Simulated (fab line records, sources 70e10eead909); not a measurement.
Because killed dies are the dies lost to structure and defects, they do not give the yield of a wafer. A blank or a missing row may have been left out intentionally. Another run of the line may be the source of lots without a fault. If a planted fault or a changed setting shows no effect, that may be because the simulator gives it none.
Matching of chambers + flow nandHarc + NHARC_A_CHANNEL_FILL_D2_ALD_16 on aldHk-04: 4 sister chambers
The step deposits SiO2, target thk 1.5 nm, pulse time 10 s, ald cycles 15. 8 wafers are shown with their chamber, then 7 later ones without.

## EACH WAFER AND ITS CHAMBER
| wafer  | chamber | heaterPowerW (W) | heaterPowerOuterW (W) |
|--------|---------|------------------|-----------------------|
| L463.6 | 2       | 537              | 297                   |
| L465.5 | 3       | 483              | 273                   |
| L465.6 | 0       | 446              | 249                   |
| L466.2 | 1       | 431              | 256                   |
| L466.5 | 1       | 441              | 261                   |
| L466.6 | 0       | 447              | 262                   |
| L478.1 | 3       | 481              | 267                   |
| L478.2 | 2       | 535              | 309                   |

## WAFERS WITHOUT THEIR CHAMBER
| wafer  | heaterPowerW (W) | heaterPowerOuterW (W) |
|--------|------------------|-----------------------|
| L478.5 | 457              | 256                   |
| L482.1 | 405              | 239                   |
| L482.4 | 553              | 307                   |
| L482.5 | 386              | 243                   |
| L483.1 | 459              | 258                   |
| L483.4 | 396              | 246                   |
| L483.5 | 452              | 258                   |

## CHAMBER TAKEN BY EACH
| wafer  | from the rows above | in truth |
|--------|---------------------|----------|
| L478.5 | 0                   | 0        |
| L482.1 | 1                   | 1        |
| L482.4 | 2                   | 2        |
| L482.5 | 1                   | 1        |
| L483.1 | 0                   | 0        |
| L483.4 | 1                   | 1        |
| L483.5 | 0                   | 0        |
Correctly placed: 7 of 7. Left unplaced by these rows: 0. Placed wrongly: 0.
How it was worked out, from the rows above alone: a wafer's distance from a chamber is the root of the sum, over the readings, of the square of ((its reading less the chamber's mean) divided by the reading's scatter). The wafer belongs to the nearest chamber; if the next one is less than 2 further off, it can't be placed. For every chamber, the mean is computed from those of its wafers that are shown. The scatter: the root of (the sum of the squares of (reading less its chamber's mean) over the shown wafers, divided by (wafers less chambers)).
